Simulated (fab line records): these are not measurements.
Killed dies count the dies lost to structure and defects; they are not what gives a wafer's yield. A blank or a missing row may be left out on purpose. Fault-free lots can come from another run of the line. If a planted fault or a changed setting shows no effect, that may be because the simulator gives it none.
fab line records	flow n5-finfet	part 1 of 2: steps 1 to 4 of 6
[record] lots = 23	wafers = 69	last-day = 17
route steps=1938 shown BEOL_M0@737 BEOL_M1@773
lots with no fault: from the same line, run without faults
start-h: hours from the record's opening day to when the first of the lot's shown wafers began	wait-h: hours elapsed since this lot's preceding step	" identical to the entry in the row above	L1.1+2: several wafers, shown together as one row	- no value, or no start given	* or withheld: withheld	< > ~ a bound
route shown NAME@n: names a module that has steps shown in the file, with the first one's number in the route	usual: mean and standard deviation over wafers with no fault	same: alike in all rows	chamber/n: place in a boat	sites: each site's reading	_std_site: standard deviation across them	_edge_site: outer sites' mean less inner sites'	radius-mm: how far each site lies from the wafer's centre	mask NAME#n: copy n	behind: the tool/chamber that last shaped the wafer	hold: why the lot went on hold/how many hours it stayed there/how the hold came to an end	device: which transistor (n, p or np) failed to switch	end of line: at the end of the route, the tests of the same wafers	a step with no rows: only its recipe	killed: at the first sort, the dies lost to defects and structure; wafer yield is something else	map: dies across one wafer; x = killed, . = not, _ = none there
set.NAME: the run value of the setting; set.NAME@STEP: its run value at that earlier step	model.NAME: the simulator's own value behind a step, which no gauge read
one table for each step of the route and one row for each wafer, over a sample of lots
services: from which hour (start-h, from the record's first day; less than 0 if before it) a tool's chamber was out of use, for how many hours, and why
[[steps]]
[step N5_BEOL_M0_ANNEAL_133]
[recipe] temp-c = 400	time-s = 60	ambient = vacuum
[usual] heater-power-w = 798/94
lot.wafer	tool	chamber	start-h	wait-h	heater-power-w
L074.3	pvd-sputter-02	-	117.76	0.0	595
L074.4	"	-	"	"	772
L074.5	"	-	"	"	595
L075.2	pvd-sputter-03	-	137.30	0.0	814
L075.3	"	-	"	"	851
L075.5	"	-	"	"	726
L076.2	pvd-sputter-02	-	139.48	0.0	601
L076.4	"	-	"	"	767
L076.6	"	-	"	"	796
L077.2	pvd-sputter-03	-	141.50	0.0	847
L077.4	"	-	"	"	858
L077.5	"	-	"	"	834
L078.3	pvd-sputter-01	-	141.57	0.0	801
L078.4	"	-	"	"	994
L078.5	"	-	"	"	988
L079.1	pvd-sputter-01	-	152.02	0.0	997
L079.2	"	-	"	"	778
L079.6	"	-	"	"	824
L080.1	pvd-sputter-01	-	158.26	0.0	1006
L080.2	"	-	"	"	817
L080.5	"	-	"	"	1000
L081.2	pvd-sputter-02	-	170.32	0.0	813
L081.3	"	-	"	"	580
L081.4	"	-	"	"	756
L083.2	pvd-sputter-01	-	172.06	0.0	789
L083.3	"	-	"	"	989
L083.6	"	-	"	"	833
L084.2	pvd-sputter-02	-	178.11	0.0	820
L084.3	"	-	"	"	779
L084.6	"	-	"	"	757
L085.1	pvd-sputter-03	-	187.51	0.0	841
L085.4	"	-	"	"	842
L085.5	"	-	"	"	854
L086.4	pvd-sputter-01	-	199.68	0.0	765
L086.5	"	-	"	"	807
L086.6	"	-	"	"	970
L087.3	pvd-sputter-03	-	200.54	0.0	833
L087.4	"	-	"	"	846
L087.6	"	-	"	"	851
L088.1	pvd-sputter-03	-	208.03	0.0	732
L088.4	"	-	"	"	865
L088.6	"	-	"	"	841
L089.1	pvd-sputter-02	-	212.84	0.0	783
L089.2	"	-	"	"	790
L089.4	"	-	"	"	784
L090.2	pvd-sputter-02	-	218.31	0.0	782
L090.3	"	-	"	"	806
L090.5	"	-	"	"	791
L091.1	pvd-sputter-03	-	223.96	0.0	744
L091.3	"	-	"	"	862
L091.6	"	-	"	"	808
L092.3	pvd-sputter-03	-	227.82	0.0	853
L092.5	"	-	"	"	817
L092.6	"	-	"	"	860
L093.2	pvd-sputter-03	-	230.92	0.0	720
L093.4	"	-	"	"	825
L093.6	"	-	"	"	811
L094.1	pvd-sputter-02	-	236.17	0.0	810
L094.5	"	-	"	"	800
L094.6	"	-	"	"	792
L095.2	pvd-sputter-02	-	240.12	0.0	608
L095.4	"	-	"	"	784
L095.6	"	-	"	"	799
L096.1	pvd-sputter-02	-	249.45	0.0	800
L096.2	"	-	"	"	758
L096.6	"	-	"	"	800
L097.2	pvd-sputter-02	-	262.72	0.0	791
L097.3	"	-	"	"	778
L097.5	"	-	"	"	587
[step N5_BEOL_M0_PRE_CLEAN_131]
[recipe] gas = NH3/H2	time-s = 15	temp-c = *	rf-power-w = 300
[usual] heater-power-w = 97/30
lot.wafer	tool	chamber	start-h	wait-h	heater-power-w	since-wet-clean-h
L074.3	cvd-co-01	0	119.16	0.1	97	-
L074.4	"	2	"	"	58	-
L074.5	"	0	"	"	97	-
L075.2	cvd-co-02	1	138.30	0.0	154	1117
L075.3	"	2	"	"	74	220
L075.5	"	2	"	"	76	-
L076.2	cvd-co-02	1	140.59	0.1	154	1119
L076.4	"	0	"	"	97	-
L076.6	"	2	"	"	75	-
L077.2	cvd-co-02	2	142.91	0.0	74	225
L077.4	"	2	"	"	73	-
L077.5	"	0	"	"	98	-
L078.3	cvd-co-02	0	143.06	0.0	97	684
L078.4	"	1	"	"	151	-
L078.5	"	2	"	"	75	-
L079.1	cvd-co-01	1	153.36	0.0	96	17
L079.2	"	2	"	"	58	454
L079.6	"	2	"	"	58	-
L080.1	cvd-co-01	0	159.34	0.0	98	919
L080.2	"	2	"	"	57	460
L080.5	"	1	"	"	94	-
L081.2	cvd-co-01	0	171.43	0.0	97	931
L081.3	"	1	"	"	95	35
L081.4	"	2	"	"	59	-
L083.2	cvd-co-01	2	173.17	0.2	59	474
L083.3	"	0	"	"	97	933
L083.6	"	2	"	"	59	-
L084.2	cvd-co-02	1	179.32	0.0	151	1158
L084.3	"	2	"	"	74	261
L084.6	"	0	"	"	95	-
L085.1	cvd-co-02	1	188.49	0.0	148	1167
L085.4	"	2	"	"	76	-
L085.5	"	2	"	"	73	-
L086.4	cvd-co-02	1	200.68	0.1	145	-
L086.5	"	0	"	"	97	-
L086.6	"	2	"	"	74	-
L087.3	cvd-co-02	0	202.21	0.0	96	744
L087.4	"	0	"	"	98	-
L087.6	"	1	"	"	150	-
L088.1	cvd-co-01	0	209.56	0.0	98	970
L088.4	"	0	"	"	96	-
L088.6	"	1	"	"	95	-
L089.1	cvd-co-01	0	214.19	0.1	98	974
L089.2	"	1	"	"	98	78
L089.4	"	2	"	"	57	-
L090.2	cvd-co-01	0	219.30	0.0	96	979
L090.3	"	2	"	"	57	520
L090.5	"	0	"	"	97	-
L091.1	cvd-co-02	2	224.96	0.0	76	307
L091.3	"	1	"	"	151	1204
L091.6	"	0	"	"	97	-
L092.3	cvd-co-01	2	229.29	0.0	59	530
L092.5	"	2	"	"	58	-
L092.6	"	1	"	"	97	-
L093.2	cvd-co-02	2	232.33	0.0	78	314
L093.4	"	1	"	"	151	-
L093.6	"	0	"	"	99	-
L094.1	cvd-co-02	0	237.16	0.0	98	778
L094.5	"	2	"	"	75	-
L094.6	"	0	"	"	96	-
L095.2	cvd-co-01	0	241.11	0.0	96	1001
L095.4	"	2	"	"	57	-
L095.6	"	0	"	"	97	-
L096.1	cvd-co-02	1	250.43	0.0	148	1229
L096.2	"	0	"	"	98	792
L096.6	"	1	"	"	151	-
L097.2	cvd-co-01	1	266.23	0.0	98	130
L097.3	"	2	"	"	58	567
L097.5	"	0	"	"	98	-
[step N5_BEOL_M1_STRIP_66]
[recipe] chemistry = CF4	resist = SiARC	power-w = 300	bias-power-w = 75	pressure-mtorr = 50	cf4-flow-sccm = 150	rf-frequency-hz = 6e+07
[usual] chamber-pressure-mTorr = 50.01/0.048	drypump-motor-current-A = 5.9/0.43	oes-product-au = 0.80/0.08	rf-vpp-V = 271.7/1.6	showerhead-plenum-p-Torr = 1.81/0.065	throttle-valve-pct = 13.55/0.25
lot.wafer	tool	chamber	start-h	wait-h	chamber-pressure-mTorr	drypump-motor-current-A	oes-product-au	rf-hours-counter-h	rf-vpp-V	showerhead-plenum-p-Torr	throttle-valve-pct
L074.3	rie-diel-03	3	120.38	0.0	50.02	5.3	0.69	230	270.4	1.77	13.98
L074.4	"	1	"	"	49.97	6.0	0.76	144	274.0	1.87	13.75
L074.5	"	3	"	"	50.13	5.3	0.68	-	270.6	1.77	13.96
L075.2	rie-diel-03	3	140.52	0.0	50.04	5.4	0.68	237	269.7	1.77	14.00
L075.3	"	0	"	"	49.96	6.6	0.91	7	269.8	1.77	13.37
L075.5	"	3	"	"	50.11	5.3	0.68	-	269.9	1.77	13.99
L076.2	rie-diel-03	0	142.00	0.0	49.99	6.7	0.91	7	271.0	1.77	13.38
L076.4	"	2	"	"	50.00	5.3	0.77	132	269.9	1.73	13.65
L076.6	"	0	"	"	50.01	6.6	0.92	-	270.5	1.77	13.40
L077.2	rie-diel-06	0	144.29	0.0	49.95	6.0	0.68	229	271.8	1.77	13.75
L077.4	"	1	"	"	49.96	6.2	0.92	11	271.6	1.83	13.18
L077.5	"	1	"	"	49.98	6.1	0.93	-	272.3	1.84	13.19
L078.3	rie-diel-03	2	144.55	0.0	50.03	5.3	0.76	133	270.5	1.73	13.65
L078.4	"	1	"	"	50.08	5.9	0.74	152	272.2	1.86	13.76
L078.5	"	1	"	"	50.02	5.9	0.75	-	273.4	1.86	13.76
L079.1	rie-diel-02	1	155.40	0.0	49.96	6.2	0.75	142	273.0	1.87	13.36
L079.2	"	0	"	"	49.93	6.0	0.83	64	274.3	1.89	13.24
L079.6	"	2	"	"	49.93	6.2	0.76	-	269.4	1.72	13.91
L080.1	rie-diel-03	0	161.40	0.0	50.04	6.6	0.88	15	269.7	1.77	13.40
L080.2	"	2	"	"	49.97	5.3	0.77	139	270.0	1.73	13.66
L080.5	"	2	"	"	49.92	5.3	0.76	-	269.6	1.73	13.67
L081.2	rie-diel-06	1	173.28	0.0	49.95	6.2	0.89	19	272.2	1.83	13.21
L081.3	"	2	"	"	49.99	5.2	0.88	40	271.3	1.82	13.39
L081.4	"	3	"	"	50.06	5.8	0.83	84	273.1	1.89	13.32
L083.2	rie-diel-03	3	176.05	0.0	49.95	5.4	0.67	249	271.1	1.77	14.01
L083.3	"	1	"	"	50.02	6.0	0.74	163	273.4	1.86	13.77
L083.6	"	0	"	"	50.04	6.7	0.88	-	269.6	1.77	13.41
L084.2	rie-diel-03	0	182.51	0.0	49.98	6.6	0.88	22	269.0	1.77	13.42
L084.3	"	2	"	"	49.97	5.3	0.75	147	269.0	1.73	13.68
L084.6	"	2	"	"	50.09	5.3	0.75	-	271.2	1.73	13.68
L085.1	rie-diel-02	2	191.67	0.0	50.04	6.2	0.73	193	268.7	1.71	13.95
L085.4	"	1	"	"	49.98	6.2	0.74	156	271.1	1.87	13.37
L085.5	"	3	"	"	50.03	5.6	0.92	-	273.2	1.91	13.34
L086.4	rie-diel-03	3	202.03	0.0	50.03	5.3	0.95	2	270.7	1.77	13.46
L086.5	"	3	"	"	49.97	5.3	0.94	-	270.8	1.77	13.45
L086.6	"	2	"	"	49.96	5.3	0.75	-	270.2	1.73	13.70
L087.3	rie-diel-06	3	205.05	0.0	50.00	5.8	0.82	88	273.9	1.89	13.34
L087.4	"	1	"	"	49.96	6.1	0.89	25	272.1	1.83	13.22
L087.6	"	3	"	"	50.04	5.8	0.82	-	272.2	1.89	13.31
L088.1	rie-diel-02	1	211.94	0.0	49.92	6.2	0.73	161	274.1	1.87	13.41
L088.4	"	0	"	"	50.00	6.0	0.82	80	272.5	1.88	13.26
L088.6	"	3	"	"	50.02	5.6	0.90	-	273.8	1.90	13.35
L089.1	rie-diel-02	2	217.14	0.0	50.04	6.2	0.73	201	270.7	1.71	13.96
L089.2	"	1	"	"	50.04	6.2	0.73	163	272.0	1.87	13.40
L089.4	"	0	"	"	50.06	6.0	0.81	82	273.7	1.88	13.27
L090.2	rie-diel-02	3	221.65	0.0	49.90	5.5	0.90	22	273.9	1.90	13.34
L090.3	"	2	"	"	49.98	6.2	0.73	202	268.5	1.71	13.97
L090.5	"	3	"	"	49.95	5.6	0.90	-	275.3	1.90	13.35
L091.1	rie-diel-03	0	227.15	0.0	49.93	6.7	0.85	37	271.5	1.76	13.46
L091.3	"	2	"	"	49.98	5.3	0.74	162	268.7	1.73	13.71
L091.6	"	0	"	"	49.99	6.6	0.86	-	269.3	1.76	13.43
L092.3	rie-diel-03	1	231.12	0.0	50.03	6.0	0.72	182	273.4	1.85	13.82
L092.5	"	1	"	"	49.99	5.9	0.72	-	271.7	1.85	13.82
L092.6	"	2	"	"	49.99	5.3	0.74	-	269.9	1.73	13.72
L093.2	rie-diel-06	2	234.51	0.0	50.12	5.2	0.85	55	270.8	1.82	13.42
L093.4	"	2	"	"	50.10	5.2	0.85	-	271.6	1.82	13.43
L093.6	"	3	"	"	50.01	5.8	0.81	-	271.4	1.89	13.35
L094.1	rie-diel-02	1	238.83	0.0	50.07	6.2	0.72	172	273.4	1.86	13.42
L094.5	"	3	"	"	49.97	5.5	0.88	-	271.8	1.90	13.39
L094.6	"	0	"	"	49.96	6.0	0.79	-	271.8	1.88	13.29
L095.2	rie-diel-02	0	243.39	0.0	50.02	6.1	0.80	92	273.2	1.88	13.30
L095.4	"	1	"	"	50.04	6.2	0.72	173	273.0	1.86	13.42
L095.6	"	0	"	"	49.95	6.0	0.80	-	272.8	1.88	13.30
L096.1	rie-diel-06	2	252.40	0.0	50.07	5.2	0.84	61	271.3	1.81	13.45
L096.2	"	0	"	"	50.11	6.0	0.96	2	269.1	1.76	13.26
L096.6	"	0	"	"	49.96	6.0	0.97	-	270.5	1.76	13.25
L097.2	rie-diel-03	1	268.93	0.0	50.04	5.9	0.71	193	271.1	1.85	13.84
L097.3	"	2	"	"	49.99	5.3	0.73	173	269.8	1.72	13.76
L097.5	"	2	"	"	50.05	5.3	0.73	-	271.7	1.72	13.73
[step N5_BEOL_M1_DESCUM_33]
[recipe] chemistry = O2	time-s = 7	source-power-w = 50	bias-power-w = 20	pressure-mtorr = 20	rf-frequency-hz = 2.712e+07	temp-c = 40	resist = CAR-EUV	o2-flow-sccm = 225
[usual] chamber-pressure-mTorr = 20.000/0.018	drypump-motor-current-A = 5.9/0.39	oes-product-au = 0.82/0.092	rf-vpp-V = 243.5/1.5	showerhead-plenum-p-Torr = 2.12/0.082	temp-c = 40.00/0.11	throttle-valve-pct = 20.35/0.23
lot.wafer	tool	chamber	start-h	wait-h	chamber-pressure-mTorr	drypump-motor-current-A	oes-product-au	rf-hours-counter-h	rf-vpp-V	showerhead-plenum-p-Torr	temp-c	throttle-valve-pct
L074.3	rie-diel-02	2	121.18	0.0	20.014	6.2	0.76	167	240.4	2.00	39.90	20.70
L074.4	"	3	"	"	20.025	5.6	0.67	-	240.5	1.98	39.97	20.62
L074.5	"	2	"	"	19.974	6.2	0.76	-	241.8	2.00	39.75	20.70
L075.2	rie-diel-02	0	141.57	0.2	19.982	6.0	0.86	58	243.9	2.22	40.15	20.09
L075.3	"	0	"	"	19.983	6.1	0.86	-	244.2	2.21	40.10	20.08
L075.5	"	1	"	"	20.012	6.2	0.76	-	245.5	2.19	39.94	20.06
L076.2	rie-diel-03	3	143.44	0.5	19.988	5.3	0.67	239	243.4	2.06	40.00	20.75
L076.4	"	2	"	"	20.006	5.3	0.77	133	242.6	2.02	39.81	20.49
L076.6	"	2	"	"	19.995	5.3	0.77	-	241.3	2.02	39.93	20.50
L077.2	rie-diel-06	1	145.18	0.1	20.004	6.1	0.95	12	246.0	2.14	40.14	20.09
L077.4	"	3	"	"	20.023	5.8	0.85	76	243.6	2.21	39.83	20.15
L077.5	"	1	"	"	20.032	6.2	0.95	-	243.9	2.14	40.05	20.10
L078.3	rie-diel-06	0	145.37	0.0	19.999	6.0	0.68	230	243.7	2.07	39.82	20.59
L078.4	"	3	"	"	19.983	5.8	0.84	76	243.7	2.21	40.06	20.16
L078.5	"	1	"	"	20.034	6.1	0.94	-	243.9	2.14	40.06	20.09
L079.1	rie-diel-02	3	156.07	0.0	19.996	5.5	1.01	0	246.1	2.24	39.87	20.27
L079.2	"	0	"	"	20.009	6.0	0.85	64	244.7	2.21	39.94	20.11
L079.6	"	2	"	"	20.002	6.2	0.76	-	242.5	1.99	39.97	20.71
L080.1	rie-diel-06	2	162.35	0.2	19.975	5.2	0.88	38	244.3	2.14	39.96	20.36
L080.2	"	1	"	"	19.980	6.1	0.94	17	244.1	2.14	40.31	20.10
L080.5	"	1	"	"	20.015	6.2	0.93	-	244.8	2.14	40.03	20.10
L081.2	rie-diel-02	3	173.95	0.0	20.031	5.6	0.96	6	246.0	2.24	40.01	20.27
L081.3	"	2	"	"	20.028	6.2	0.75	186	240.7	1.99	40.00	20.72
L081.4	"	1	"	"	20.009	6.3	0.76	148	245.4	2.18	39.98	20.09
L083.2	rie-diel-06	2	176.86	0.2	19.990	5.2	0.88	42	244.2	2.14	39.94	20.38
L083.3	"	3	"	"	19.972	5.9	0.83	85	245.8	2.21	40.09	20.16
L083.6	"	0	"	"	20.004	5.9	0.67	-	243.7	2.06	40.01	20.61
L084.2	rie-diel-03	0	183.72	0.4	20.025	6.7	0.89	23	242.4	2.05	40.07	20.31
L084.3	"	1	"	"	20.021	5.9	0.74	167	243.9	2.18	39.68	20.66
L084.6	"	2	"	"	20.018	5.3	0.76	-	242.3	2.01	39.96	20.52
L085.1	rie-diel-03	0	192.33	0.0	19.996	6.7	0.89	27	241.9	2.05	39.86	20.30
L085.4	"	1	"	"	20.002	5.9	0.73	-	244.1	2.18	39.88	20.68
L085.5	"	0	"	"	19.990	6.7	0.88	-	243.1	2.05	40.03	20.29
L086.4	rie-diel-06	3	202.84	0.0	20.013	5.8	0.82	88	244.5	2.21	40.01	20.17
L086.5	"	3	"	"	19.974	5.8	0.82	-	243.5	2.21	40.02	20.19
L086.6	"	0	"	"	20.001	6.0	0.67	-	243.5	2.06	40.17	20.61
L087.3	rie-diel-03	3	205.72	0.0	20.011	5.3	0.97	3	242.8	2.05	40.11	20.38
L087.4	"	0	"	"	19.996	6.6	0.88	31	243.6	2.04	40.01	20.33
L087.6	"	2	"	"	20.009	5.3	0.75	-	241.6	2.01	40.17	20.55
L088.1	rie-diel-02	0	212.74	0.0	19.981	6.1	0.82	81	244.8	2.21	39.78	20.12
L088.4	"	3	"	"	19.995	5.6	0.93	20	244.5	2.24	40.09	20.30
L088.6	"	2	"	"	19.999	6.2	0.74	-	241.5	1.99	40.08	20.75
L089.1	rie-diel-06	0	217.93	0.0	20.024	6.0	0.67	246	242.9	2.06	40.05	20.62
L089.2	"	3	"	"	19.997	5.9	0.83	92	244.7	2.21	40.10	20.18
L089.4	"	2	"	"	20.004	5.2	0.87	49	244.8	2.13	39.89	20.40
L090.2	rie-diel-06	1	222.32	0.0	19.980	6.1	0.90	30	242.9	2.13	40.17	20.11
L090.3	"	2	"	"	19.986	5.2	0.86	50	244.1	2.13	39.88	20.41
L090.5	"	2	"	"	19.996	5.2	0.86	-	243.9	2.13	39.96	20.40
L091.1	rie-diel-06	0	227.82	0.0	19.993	6.0	0.67	249	243.9	2.06	39.93	20.60
L091.3	"	1	"	"	20.012	6.2	0.90	31	244.5	2.13	40.18	20.09
L091.6	"	0	"	"	19.998	6.0	0.65	-	243.0	2.06	40.07	20.62
L092.3	rie-diel-02	2	231.82	0.1	19.995	6.2	0.73	204	242.4	1.98	40.02	20.76
L092.5	"	0	"	"	19.969	6.1	0.81	-	244.0	2.20	40.21	20.14
L092.6	"	3	"	"	19.959	5.6	0.91	-	246.1	2.23	39.96	20.30
L093.2	rie-diel-03	0	235.42	0.1	19.990	6.6	0.86	40	243.3	2.04	40.15	20.32
L093.4	"	3	"	"	19.992	5.3	0.92	11	242.5	2.05	39.91	20.39
L093.6	"	3	"	"	19.985	5.4	0.93	-	243.8	2.05	40.05	20.40
L094.1	rie-diel-02	3	239.50	0.0	20.018	5.6	0.90	30	244.4	2.23	40.16	20.32
L094.5	"	3	"	"	20.003	5.6	0.91	-	247.7	2.23	39.99	20.32
L094.6	"	1	"	"	19.992	6.3	0.74	-	246.1	2.17	39.93	20.12
L095.2	rie-diel-02	2	244.21	0.1	19.997	6.2	0.73	208	243.1	1.98	39.92	20.77
L095.4	"	1	"	"	20.007	6.3	0.73	174	243.9	2.17	39.96	20.13
L095.6	"	3	"	"	19.989	5.6	0.90	-	244.8	2.23	39.90	20.33
L096.1	rie-diel-06	3	253.20	0.2	20.046	5.9	0.81	105	243.7	2.20	39.98	20.19
L096.2	"	1	"	"	19.976	6.1	0.90	36	243.3	2.13	40.01	20.11
L096.6	"	0	"	"	19.996	6.0	0.99	-	242.9	2.06	39.80	20.24
L097.2	rie-diel-03	2	269.72	0.0	20.014	5.3	0.73	173	239.7	2.00	39.90	20.56
L097.3	"	1	"	"	20.035	5.9	0.71	193	244.5	2.17	39.97	20.69
L097.5	"	0	"	"	20.013	6.6	0.84	-	241.4	2.04	40.04	20.34
